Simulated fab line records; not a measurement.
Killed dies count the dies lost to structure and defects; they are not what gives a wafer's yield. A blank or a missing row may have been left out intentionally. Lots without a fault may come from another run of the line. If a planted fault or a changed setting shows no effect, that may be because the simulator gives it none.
fab line records | flow nand-harc
record: lots: 5 | wafers: 15 | last-day: 34
route steps=1302 shown A_SGD_CUT@901 END@1302
lots with no fault: from the same line, run without faults
start-h: the number of hours between the record's first day and the start of the first shown wafer of the lot | wait-h: hours from the lot's prior step to this one | " the same as in the row above | L1.1+2: a row that stands for several wafers | - either no value or no given start | * or withheld: withheld | < > ~ a bound
route shown NAME@n: names a module that has steps shown in the file, with the first one's number in the route | usual: the fault-free wafers' mean and standard deviation | same: alike in all rows | chamber/n: place in a boat | sites: each site's reading | _std_site: the values' standard deviation | _edge_site: outer sites' mean less inner sites' | radius-mm: for every site, how far away it sits from the centre of the wafer | mask NAME#n: copy n | behind: the tool/chamber that last shaped the wafer | hold: the reason the lot was held/the length of the hold in hours/how it ended | device: whichever transistor did not switch (one of n, p or np) | end of line: tests of these same wafers at the route's end | step lacking rows: just its recipe | killed: at the first sort, the dies lost to defects and structure; wafer yield is something else | map: dies across one wafer; x = killed, . = not, _ = none there
set.NAME: the run value of the setting; set.NAME@STEP: its run value at that earlier step | model.NAME: the simulator's own value behind a step, which no gauge read
lots seen at some steps along the route; tables by step, rows by wafer
services: a tool's chamber out of use, with start hour (start-h, from the record's first day; less than 0 if before it), hours out, and reason
== steps ==
step: NHARC_A_SGD_CUT_CD_MEAS_09
recipe: target-cd-nm: 100 | landing-energy-ev: 500
usual: cd-nm: 100.1/0.68
lot.wafer | tool      | chamber | start-h | wait-h | cd-nm
L332.3    | cd-sem-01 | 0       | 494.70  | -      | 100.1
L332.5    | "         | 0       | "       | "      | 100.5
L332.6    | "         | 0       | "       | "      | 100.0
L336.1    | cd-sem-03 | 0       | 538.10  | -      | 98.5
L336.3    | "         | 0       | "       | "      | 99.3
L336.4    | "         | 0       | "       | "      | 98.6
L343.4    | cd-sem-01 | 0       | 591.90  | -      | 100.2
L343.5    | "         | 0       | "       | "      | 100.2
L343.6    | "         | 0       | "       | "      | 100.3
L349.2    | cd-sem-03 | 0       | 653.68  | -      | 99.2
L349.5    | "         | 0       | "       | "      | 100.2
L349.6    | "         | 0       | "       | "      | 99.5
L350.1    | cd-sem-02 | 0       | 666.77  | -      | 100.0
L350.3    | "         | 0       | "       | "      | 100.9
L350.4    | "         | 0       | "       | "      | 100.1
step: NHARC_A_SGD_CUT_OVL_MEAS_10
usual: overlay-x-nm: 0.1/1.1 | overlay-y-nm: 0.2/0.87
lot.wafer | tool       | chamber | start-h | wait-h | overlay-x-nm | overlay-y-nm
L332.3    | overlay-02 | -       | 494.79  | -      | 1.8          | -0.1
L332.5    | "          | -       | "       | "      | 2.0          | 0.4
L332.6    | "          | -       | "       | "      | 2.1          | 0.3
L336.1    | overlay-01 | -       | 538.19  | -      | 0.7          | 1.8
L336.3    | "          | -       | "       | "      | -0.1         | 2.2
L336.4    | "          | -       | "       | "      | 0.4          | 2.8
L343.4    | overlay-02 | -       | 591.98  | -      | -0.6         | 0.9
L343.5    | "          | -       | "       | "      | -1.5         | 0.0
L343.6    | "          | -       | "       | "      | -1.4         | 0.4
L349.2    | overlay-02 | -       | 653.76  | -      | 0.2          | -0.2
L349.5    | "          | -       | "       | "      | -0.3         | -0.9
L349.6    | "          | -       | "       | "      | -0.1         | -1.0
L350.1    | overlay-01 | -       | 666.86  | -      | 0.3          | -0.6
L350.3    | "          | -       | "       | "      | 0.4          | -0.5
L350.4    | "          | -       | "       | "      | 0.5          | -0.4
step: NHARC_A_SGD_CUT_INSPECT_11
usual: raw-defect-count: 58/32
lot.wafer | tool              | chamber | start-h | wait-h | raw-defect-count
L332.3    | defect-inspect-01 | -       | 494.82  | 0.0    | 75
L332.5    | "                 | -       | "       | "      | 79
L332.6    | "                 | -       | "       | "      | 74
L336.1    | defect-inspect-01 | -       | 538.22  | 0.0    | 62
L336.3    | "                 | -       | "       | "      | 53
L336.4    | "                 | -       | "       | "      | 51
L343.4    | defect-inspect-02 | -       | 592.02  | 0.0    | 89
L343.5    | "                 | -       | "       | "      | 87
L343.6    | "                 | -       | "       | "      | 78
L349.2    | defect-inspect-01 | -       | 653.80  | 0.0    | 63
L349.5    | "                 | -       | "       | "      | 72
L349.6    | "                 | -       | "       | "      | 70
L350.1    | defect-inspect-01 | -       | 666.90  | 0.0    | 5
L350.3    | "                 | -       | "       | "      | 7
L350.4    | "                 | -       | "       | "      | 8
step: NHARC_A_SGD_CUT_DESCUM_14
recipe: time-s: 3 | o2-flow-sccm: 200 | ar-flow-sccm: 0 | bias-power-w: 0 | chemistry: O2
usual: drypump-motor-current-A: 6.0/0.43 | o2-flow-sccm: 199.9/0.67 | oes-product-au: 1.000/0.011 | rf-vpp-V: 57.7/0.82 | showerhead-plenum-p-Torr: 1.89/0.061 | throttle-valve-pct: 11.311/0.0081
lot.wafer | tool        | chamber | start-h | wait-h | drypump-motor-current-A | o2-flow-sccm | oes-product-au | rf-hours-counter-h | rf-vpp-V | showerhead-plenum-p-Torr | throttle-valve-pct
L332.3    | rie-diel-12 | 0       | 494.89  | 0.1    | 6.8                     | 199.7        | 0.980          | 4                  | 57.6     | 1.85                     | 11.301
L332.5    | "           | 3       | "       | "      | 6.0                     | 200.4        | 1.001          | -                  | 57.1     | 1.89                     | 11.324
L332.6    | "           | 0       | "       | "      | 6.8                     | 200.2        | 0.984          | -                  | 57.1     | 1.85                     | 11.315
L336.3    | rie-diel-02 | 3       | 538.28  | 0.1    | 5.4                     | 198.7        | 0.996          | 7                  | 59.5     | 1.91                     | 11.298
L336.1    | "           | 1       | "       | "      | 5.9                     | 200.9        | 0.999          | 6                  | 56.5     | 1.79                     | 11.317
L336.4    | "           | 2       | "       | "      | 5.7                     | 200.0        | 0.996          | 7                  | 57.1     | 1.89                     | 11.308
L343.4    | rie-diel-02 | 2       | 592.10  | 0.1    | 5.7                     | 199.2        | 1.012          | 1                  | 57.2     | 1.88                     | 11.296
L343.5    | "           | 3       | "       | "      | 5.4                     | 200.1        | 1.017          | -                  | 58.6     | 1.91                     | 11.313
L343.6    | "           | 0       | "       | "      | 6.5                     | 199.6        | 1.000          | -                  | 57.7     | 1.83                     | 11.308
L349.2    | rie-diel-02 | 0       | 653.88  | 0.1    | 6.6                     | 199.0        | 0.992          | 6                  | 58.2     | 1.83                     | 11.317
L349.5    | "           | 2       | "       | "      | 5.7                     | 199.6        | 1.011          | -                  | 57.1     | 1.88                     | 11.308
L349.6    | "           | 3       | "       | "      | 5.4                     | 200.7        | 1.010          | -                  | 58.0     | 1.91                     | 11.317
L350.1    | rie-diel-13 | 0       | 666.97  | 0.1    | 6.2                     | 199.1        | 0.997          | 7                  | 57.6     | 1.95                     | 11.313
L350.3    | "           | 1       | "       | "      | 5.8                     | 199.0        | 1.003          | 7                  | 57.1     | 1.87                     | 11.312
L350.4    | "           | 1       | "       | "      | 5.7                     | 200.7        | 1.000          | -                  | 56.1     | 1.87                     | 11.318
step: NHARC_A_SGD_CUT_ETCH_58
recipe: target-depth-a: 390 | over-etch-frac: 0.3 | time-s: 65 | ion-energy-ev: 80 | cf4-flow-sccm: 150 | ar-flow-sccm: 0 | rf-w: 300 | bias-w: 100 | chemistry: CF4
usual: bias-w: 100.01/0.28 | drypump-motor-current-A: 6.0/0.44 | oes-product-au: 1.001/0.012 | rf-vpp-V: 151.1/1.1 | showerhead-plenum-p-Torr: 1.75/0.055 | throttle-valve-pct: 13.284/0.0083
lot.wafer | tool        | chamber | start-h | wait-h | bias-w | drypump-motor-current-A | oes-product-au | rf-hours-counter-h | rf-vpp-V | showerhead-plenum-p-Torr | throttle-valve-pct
L332.3    | rie-diel-12 | 2       | 494.97  | 0.1    | 99.40  | 5.7                     | 1.013          | 4                  | 151.3    | 1.77                     | 13.293
L332.5    | "           | 2       | "       | "      | 99.79  | 5.7                     | 1.018          | -                  | 150.7    | 1.77                     | 13.271
L332.6    | "           | 3       | "       | "      | 100.02 | 5.9                     | 0.996          | -                  | 150.9    | 1.74                     | 13.296
L336.4    | rie-diel-02 | 2       | 538.39  | 0.1    | 99.99  | 5.7                     | 1.008          | 7                  | 151.1    | 1.75                     | 13.288
L336.3    | "           | 3       | "       | "      | 100.40 | 5.4                     | 1.001          | 7                  | 149.8    | 1.77                     | 13.286
L336.1    | "           | 0       | "       | "      | 100.39 | 6.5                     | 1.016          | 6                  | 150.3    | 1.70                     | 13.284
L343.4    | rie-diel-02 | 3       | 592.17  | 0.1    | 100.27 | 5.4                     | 1.013          | 2                  | 151.2    | 1.77                     | 13.282
L343.6    | "           | 2       | "       | "      | 100.02 | 5.7                     | 1.004          | -                  | 150.3    | 1.74                     | 13.283
L343.5    | "           | 3       | "       | "      | 100.29 | 5.4                     | 1.014          | -                  | 153.3    | 1.77                     | 13.290
L349.2    | rie-diel-02 | 1       | 653.96  | 0.1    | 100.69 | 5.9                     | 1.011          | 5                  | 149.6    | 1.66                     | 13.286
L349.5    | "           | 2       | "       | "      | 100.24 | 5.7                     | 1.011          | -                  | 150.9    | 1.74                     | 13.286
L349.6    | "           | 3       | "       | "      | 100.26 | 5.4                     | 1.008          | -                  | 150.8    | 1.76                     | 13.304
L350.3    | rie-diel-13 | 1       | 667.07  | 0.1    | 100.47 | 5.7                     | 0.992          | 7                  | 151.5    | 1.73                     | 13.273
L350.1    | "           | 2       | "       | "      | 100.25 | 6.0                     | 0.983          | 6                  | 149.2    | 1.68                     | 13.276
L350.4    | "           | 0       | "       | "      | 99.69  | 6.2                     | 0.975          | -                  | 151.2    | 1.80                     | 13.284
step: NHARC_A_SGD_CUT_ETCH_59
recipe: target-depth-a: 2600 | over-etch-frac: 0.25 | time-s: 406.25 | ion-energy-ev: 200 | n2-flow-sccm: 150 | h2-flow-sccm: 150 | ar-flow-sccm: 0 | rf-w: 400 | bias-w: 150 | chemistry: N2/H2
usual: bias-w: 150.0/0.43 | drypump-motor-current-A: 6.1/0.45 | oes-product-au: 0.999/0.013 | rf-vpp-V: 429.9/2.1 | showerhead-plenum-p-Torr: 2.01/0.072 | throttle-valve-pct: 14.171/0.0092
lot.wafer | tool        | chamber | start-h | wait-h | bias-w | drypump-motor-current-A | oes-product-au | rf-hours-counter-h | rf-vpp-V | showerhead-plenum-p-Torr | throttle-valve-pct
L332.3    | rie-diel-12 | 0       | -       | -      | 150.2  | 6.8                     | 0.982          | 4                  | 429.0    | 1.97                     | 14.160
L332.6    | "           | 0       | "       | "      | 150.0  | 6.8                     | 0.984          | -                  | 426.4    | 1.97                     | 14.172
L332.5    | "           | 1       | "       | "      | 150.1  | 6.4                     | 0.995          | -                  | 434.6    | 2.15                     | 14.165
L336.1    | rie-diel-02 | 3       | -       | -      | 149.8  | 5.4                     | 1.009          | 7                  | 430.9    | 2.04                     | 14.173
L336.4    | "           | 0       | "       | "      | 150.7  | 6.5                     | 1.005          | 6                  | 428.6    | 1.95                     | 14.169
L336.3    | "           | 2       | "       | "      | 149.9  | 5.7                     | 1.008          | 7                  | 429.8    | 2.01                     | 14.164
L343.4    | rie-diel-02 | 0       | -       | -      | 150.9  | 6.5                     | 0.985          | 2                  | 427.6    | 1.95                     | 14.173
L343.6    | "           | 0       | "       | "      | 149.9  | 6.6                     | 0.988          | -                  | 427.9    | 1.95                     | 14.155
L343.5    | "           | 1       | "       | "      | 150.0  | 5.9                     | 1.018          | -                  | 428.0    | 1.90                     | 14.164
L349.2    | rie-diel-02 | 2       | -       | -      | 149.1  | 5.7                     | 1.030          | 6                  | 429.5    | 2.01                     | 14.176
L349.5    | "           | 1       | "       | "      | 150.2  | 6.0                     | 1.009          | -                  | 427.0    | 1.90                     | 14.170
L349.6    | "           | 2       | "       | "      | 149.5  | 5.7                     | 1.021          | -                  | 428.5    | 2.01                     | 14.167
L350.1    | rie-diel-13 | 2       | -       | -      | 150.7  | 6.0                     | 0.993          | 7                  | 426.1    | 1.92                     | 14.179
L350.3    | "           | 0       | "       | "      | 149.9  | 6.2                     | 0.990          | 7                  | 432.1    | 2.08                     | 14.178
L350.4    | "           | 1       | "       | "      | 150.1  | 5.7                     | 1.003          | -                  | 428.5    | 2.00                     | 14.172
step: NHARC_A_SGD_CUT_ETCH_15
recipe: target-depth-a: 750 | time-s: 64.3 | ch3f-flow-sccm: 50 | o2-flow-sccm: 30 | ar-flow-sccm: 200 | rf-w: 500 | bias-w: 100 | chemistry: CH3F/O2
step: NHARC_A_SGD_CUT_ETCH_16
recipe: target-depth-a: 3105 | time-s: 155.2 | c4f8-flow-sccm: withheld | o2-flow-sccm: 8 | ar-flow-sccm: withheld | rf-w: 600 | bias-w: 800 | chemistry: C4F8/O2/Ar
usual: bias-w: 799.8/2.5 | oes-product-au: 0.974/0.012 | rf-vpp-V: 722/3.5
lot.wafer | tool        | chamber | start-h | wait-h | bias-w | oes-product-au | rf-hours-counter-h | rf-vpp-V
L332.3    | rie-diel-12 | 2       | -       | -      | 796.0  | 0.993          | 4                  | 724
L332.5    | "           | 1       | "       | "      | 800.0  | 0.979          | -                  | 728
L332.6    | "           | 2       | "       | "      | 797.8  | 0.986          | -                  | 725
L336.1    | rie-diel-02 | 0       | -       | -      | 800.7  | 0.967          | 7                  | 718
L336.3    | "           | 2       | "       | "      | 802.5  | 0.983          | 7                  | 723
L336.4    | "           | 3       | "       | "      | 800.7  | 0.973          | 7                  | 724
L343.4    | rie-diel-02 | 3       | -       | -      | 803.9  | 0.984          | 2                  | 723
L343.5    | "           | 1       | "       | "      | 796.8  | 0.999          | -                  | 717
L343.6    | "           | 2       | "       | "      | 797.6  | 0.999          | -                  | 722
L349.2    | rie-diel-02 | 2       | -       | -      | 797.5  | 0.976          | 6                  | 721
L349.6    | "           | 1       | "       | "      | 798.2  | 0.955          | -                  | 716
L349.5    | "           | 2       | "       | "      | 800.3  | 0.966          | -                  | 722
L350.1    | rie-diel-13 | 2       | -       | -      | 798.3  | 0.974          | 7                  | 717
L350.3    | "           | 1       | "       | "      | 800.0  | 0.975          | 7                  | 720
L350.4    | "           | 2       | "       | "      | 794.3  | 0.962          | -                  | 718
step: NHARC_A_SGD_CUT_STRIP_60
recipe: c4f8-flow-sccm: withheld | o2-flow-sccm: 8 | ar-flow-sccm: withheld | bias-w: 0 | chemistry: C4F8/O2/Ar
step: NHARC_A_SGD_CUT_STRIP_17
recipe: o2-flow-sccm: 500 | ar-flow-sccm: 0 | bias-w: 0 | chemistry: O2
usual: drypump-motor-current-A: 6.0/0.45 | o2-flow-sccm: 500.0/1.7 | oes-product-au: 1.001/0.012 | rf-vpp-V: 57.7/0.75 | showerhead-plenum-p-Torr: 3.48/0.11 | throttle-valve-pct: 17.037/0.0091
same: bias-w: 0
lot.wafer | tool        | chamber | start-h | wait-h | drypump-motor-current-A | o2-flow-sccm | oes-product-au | rf-hours-counter-h | rf-vpp-V | showerhead-plenum-p-Torr | throttle-valve-pct
L332.3    | rie-diel-12 | 1       | -       | -      | 6.4                     | 498.8        | 1.000          | 4                  | 56.9     | 3.71                     | 17.038
L332.6    | "           | 2       | "       | "      | 5.7                     | 501.6        | 0.998          | -                  | 55.7     | 3.52                     | 17.041
L332.5    | "           | 3       | "       | "      | 6.0                     | 497.4        | 0.988          | -                  | 57.6     | 3.48                     | 17.037
L336.4    | rie-diel-02 | 0       | -       | -      | 6.6                     | 504.1        | 1.011          | 7                  | 57.9     | 3.39                     | 17.032
L336.1    | "           | 2       | "       | "      | 5.7                     | 499.9        | 1.016          | 7                  | 58.8     | 3.48                     | 17.041
L336.3    | "           | 3       | "       | "      | 5.4                     | 496.6        | 1.011          | 7                  | 57.5     | 3.53                     | 17.056
L343.4    | rie-diel-02 | 2       | -       | -      | 5.7                     | 500.1        | 1.012          | 2                  | 57.4     | 3.48                     | 17.032
L343.5    | "           | 2       | "       | "      | 5.7                     | 499.6        | 1.003          | -                  | 58.0     | 3.48                     | 17.057
L343.6    | "           | 3       | "       | "      | 5.4                     | 499.3        | 1.013          | -                  | 58.2     | 3.52                     | 17.047
L349.2    | rie-diel-02 | 0       | -       | -      | 6.5                     | 499.3        | 0.992          | 6                  | 56.7     | 3.39                     | 17.024
L349.5    | "           | 3       | "       | "      | 5.4                     | 498.0        | 1.018          | -                  | 58.0     | 3.52                     | 17.055
L349.6    | "           | 0       | "       | "      | 6.5                     | 499.1        | 1.004          | -                  | 58.3     | 3.39                     | 17.037
L350.3    | rie-diel-13 | 1       | -       | -      | 5.7                     | 500.2        | 1.002          | 7                  | 57.4     | 3.46                     | 17.040
L350.1    | "           | 0       | "       | "      | 6.2                     | 502.1        | 0.993          | 7                  | 58.4     | 3.59                     | 17.034
L350.4    | "           | 2       | "       | "      | 6.0                     | 501.2        | 0.985          | -                  | 56.8     | 3.34                     | 17.050
step: NHARC_A_SGD_CUT_PRECLEAN_18
recipe: time-s: * | temp-c: 50 | bath-age-min: 0 | chemistry: SC1
step: NHARC_A_SGD_CUT_SRD_19
step: NHARC_A_SGD_CUT_DEP_20
recipe: target-thk-a: 1500 | temp-c: 65 | material: SiO2
lot.wafer  | tool    | chamber | start-h | wait-h
L332.3+5+6 | fcvd-01 | 1,0,1   | 496.08  | -
L336.1+3+4 | fcvd-02 | 0,1,0   | 539.45  | -
L343.4+5+6 | fcvd-02 | 0,1,0   | 593.27  | -
L349.2+6+5 | fcvd-01 | 1,1,0   | 654.98  | -
L350.1+3+4 | fcvd-01 | 0,1,0   | 668.27  | -
step: NHARC_A_SGD_CUT_ANNEAL_27
recipe: temp-c: 450 | time-s: 1800
step: NHARC_A_SGD_CUT_CMP_21
recipe: target-thk-nm: 148.19
step: NHARC_A_SGD_CUT_THK_MEAS_22
recipe: thk-meas-gauge: ellipsometry
usual: thk-nm: 147.7/1.6
lot.wafer | tool          | chamber | start-h | wait-h | thk-nm
L332.3    | film-metro-02 | -       | 502.77  | 0.2    | 145.5
L332.5    | "             | -       | "       | "      | 147.2
L332.6    | "             | -       | "       | "      | 146.9
L336.1    | film-metro-02 | -       | 546.58  | 0.2    | 146.8
L336.3    | "             | -       | "       | "      | 148.3
L336.4    | "             | -       | "       | "      | 147.7
L343.4    | film-metro-02 | -       | 598.64  | 0.2    | 109.7
L343.5    | "             | -       | "       | "      | 146.0
L343.6    | "             | -       | "       | "      | 108.9
L349.2    | film-metro-01 | -       | 660.48  | 0.2    | 148.5
L349.5    | "             | -       | "       | "      | 149.2
L349.6    | "             | -       | "       | "      | 145.7
L350.1    | film-metro-02 | -       | 676.53  | 0.2    | 147.7
L350.3    | "             | -       | "       | "      | 142.7
L350.4    | "             | -       | "       | "      | 149.0
step: NHARC_A_SGD_CUT_SRD_23
step: NHARC_END_SORT_01
recipe: temp-c: 25
usual: killed-at-array: 55/19 | killed-at-other: 0.9/1.4 | killed-at-periphery: 3.8/2.9 | killed-dies: 60/19 | killed-open: 3.3/1.8 | killed-short: 2.6/1.6
same: gross-dies: 677
lot.wafer | tool      | chamber | start-h | wait-h | killed-at-array | killed-at-other | killed-at-periphery | killed-dies | killed-open | killed-short
L343.4    | prober-02 | 0       | 718.47  | 3.4    | 83              | 0               | 2                   | 85          | 3           | 4
L343.5    | prober-02 | 0       | 719.26  | 3.6    | 88              | 0               | 7                   | 95          | 6           | 3
L343.6    | prober-02 | 0       | 720.05  | 3.9    | 81              | 0               | 0                   | 81          | 4           | 2
killed by level:class
L343.4 A_CHANNEL_HOLE_D1:chamber-film-flake=36 A_SLIT:chamber-film-flake=20 A_CHANNEL_HOLE_D2:chamber-film-flake=15 A_CONTACT:chamber-film-flake=3 A_WL_FILL:geometric-particle:short=2 A_SOURCE_PLATE:geometric-particle:open=1 A_CHANNEL_HOLE_D1:geometric-particle:short=1 A_CHANNEL_FILL_D1:geometric-particle:open=1
L343.5 A_CHANNEL_HOLE_D1:chamber-film-flake=31 A_CHANNEL_HOLE_D2:chamber-film-flake=20 A_SLIT:chamber-film-flake=19 A_STAIRCASE:chamber-film-flake=6 A_CONTACT:chamber-film-flake=4 P_ZERO_WELL:chamber-film-flake=3 P_M0:geometric-particle:open=2 A_WL_FILL:geometric-particle:short=2
L343.6 A_SLIT:chamber-film-flake=32 A_CHANNEL_HOLE_D1:chamber-film-flake=27 A_CHANNEL_HOLE_D2:chamber-film-flake=10 A_CONTACT:chamber-film-flake=4 A_DECK1_JOINT:geometric-particle:open=1 A_STAIRCASE:geometric-particle:open=1 A_SGD_CUT:geometric-particle:open=1 A_SGD_CUT:geometric-particle:short=1
== services ==
tool        | chamber | start-h | hours | kind
rie-diel-02 | 0       | 476.20  | -     | clean
rie-diel-02 | 1       | 476.20  | -     | clean
rie-diel-02 | 2       | 476.20  | -     | clean
rie-diel-02 | 3       | 476.20  | -     | clean
fcvd-01     | 0       | 478.61  | 3.0   | repair
rie-diel-13 | 2       | 479.21  | 5.5   | repair
rie-diel-02 | 0       | 500.70  | -     | clean
rie-diel-02 | 1       | 500.70  | -     | clean
rie-diel-12 | 3       | 512.50  | 22.2  | repair
rie-diel-13 | -       | 519.00  | 9.0   | pm
rie-diel-12 | 1       | 523.18  | 2.4   | repair
fcvd-01     | -       | 547.00  | 13.0  | pm
rie-diel-02 | -       | 570.70  | 9.0   | pm
fcvd-01     | -       | 598.46  | 2.9   | repair
rie-diel-02 | 3       | 615.59  | 4.1   | repair
fcvd-02     | -       | 620.28  | 0.6   | repair
rie-diel-12 | -       | 622.84  | 9.0   | pm
fcvd-02     | 0       | 630.28  | 10.1  | repair
fcvd-02     | -       | 631.00  | 13.0  | pm
fcvd-01     | -       | 643.13  | 1.1   | repair
fcvd-02     | 0       | 649.39  | 4.7   | repair
rie-diel-02 | 3       | 658.87  | 9.4   | repair
rie-diel-13 | 3       | 661.84  | 7.6   | repair
rie-diel-12 | 0       | 662.94  | 9.8   | repair
== key ==
first-sign: step: NHARC_A_SGD_CUT_THK_MEAS_22 | reading: thk-nm | direction: down | sigmas: 25 | usual: 147.7 | struck: 109.3
effect none on later readings
met-at NHARC_A_SGD_CUT_DEP_20
struck-wafers L343.4,L343.6
tester-left-out L343
onset-between 539.45 593.27
fault: kind: process-parameter-drift | tool: fcvd-02 | chamber: 0 | onset-h: 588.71 | steps: NHARC_A_SGD_CUT_DEP_20 | channel: target-thk-a | offset: * | shape: step | end-h: 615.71 | acts-in: * | stated: *
tester-left-out: of these lots the tester's yield and bins aren't shown, on N5 and GAA mostly nor the transistor test; their killed dies are dies lost to structure and defects alone, not to doping, threshold or leakage, so they don't give the yield
